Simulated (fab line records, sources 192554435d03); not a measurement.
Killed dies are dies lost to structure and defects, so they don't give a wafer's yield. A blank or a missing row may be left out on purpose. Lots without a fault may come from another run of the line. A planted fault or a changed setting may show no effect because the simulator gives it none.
Which tool did it? | flow n5_finfet | 22 lots, 66 wafers sampled, at 1 step of a route of 1938

WHAT THE GAUGES READ, wafer by wafer
N5_BEOL_M0_CUTY_CD_MEAS_57: target cd 200 nm.
lot  | measured     | on        | cd_nm (nm)
L074 | day 5 22:46  | cd_sem-01 | 199.7 199.8 199.3
L075 | day 6 06:34  | cd_sem-03 | 198.7 199.4 198.9
L076 | day 6 09:53  | cd_sem-03 | 201.2 201.6 201.0
L079 | day 7 03:34  | cd_sem-03 | 202.2 201.7 202.5
L080 | day 7 05:03  | cd_sem-01 | 199.5 198.9 198.4
L081 | day 7 09:48  | cd_sem-02 | 201.3 200.2 199.5
L082 | day 7 15:35  | cd_sem-03 | 201.6 200.9 201.6
L083 | day 8 00:04  | cd_sem-01 | 198.9 199.8 198.9
L085 | day 8 11:02  | cd_sem-03 | 201.0 200.9 200.6
L084 | day 8 11:49  | cd_sem-02 | 199.6 198.8 200.5
L086 | day 8 19:31  | cd_sem-01 | 198.4 199.5 198.6
L087 | day 9 01:08  | cd_sem-01 | 199.9 200.6 199.8
L088 | day 9 05:01  | cd_sem-02 | 200.6 201.8 200.5
L089 | day 9 10:17  | cd_sem-02 | 198.8 198.9 198.4
L090 | day 9 20:20  | cd_sem-02 | 199.9 200.5 200.1
L091 | day 9 22:26  | cd_sem-01 | 199.0 200.2 199.8
L092 | day 10 04:19 | cd_sem-01 | 201.0 201.4 200.2
L093 | day 10 10:41 | cd_sem-01 | 201.0 200.9 200.5
L094 | day 11 00:29 | cd_sem-03 | 201.6 201.0 201.5
L095 | day 11 05:17 | cd_sem-01 | 200.4 199.5 201.0
L096 | day 11 07:37 | cd_sem-02 | 200.7 201.5 199.8
L097 | day 11 12:30 | cd_sem-03 | 201.0 201.4 201.4

WHICH TOOL RAN EACH LOT (tool, then ch and the chambers of the sampled wafers, then the start)
The record holds no process step before these readings.

WHAT THE TOOLS THEMSELVES READ (means of the sampled wafers that have a number; where no wafer has one, the mark that the record gives instead)
The record holds no such reading with a usual standard deviation.

THE ANSWER, worked out from the rows above alone
Rule: what is usual is taken from the lots themselves. Put in order of their means at a reading, lots are off if they are a third of the lots or fewer, leave a main group of 4 or more, and stand apart from it by a gap of 3 or more times the standard deviation of the main group's means; of several such gaps the widest counts. A main group whose means are all the same, to the digits that the tables above print for the reading, isn't used. A lot without any number at a reading at which 4 lots or more have one is off too. The other lots that the step has rows for count as sound. The gauges are gone through in route order, then the tools' own readings, and for those a lot's mean is taken as printed above. The first step at which some lot is off is used, and at that step the reading that is off furthest; a lot without a number counts as furthest.
No lot is off at any reading shown: from this, nothing can be told.

WHAT THE SIMULATOR HAD PUT IN
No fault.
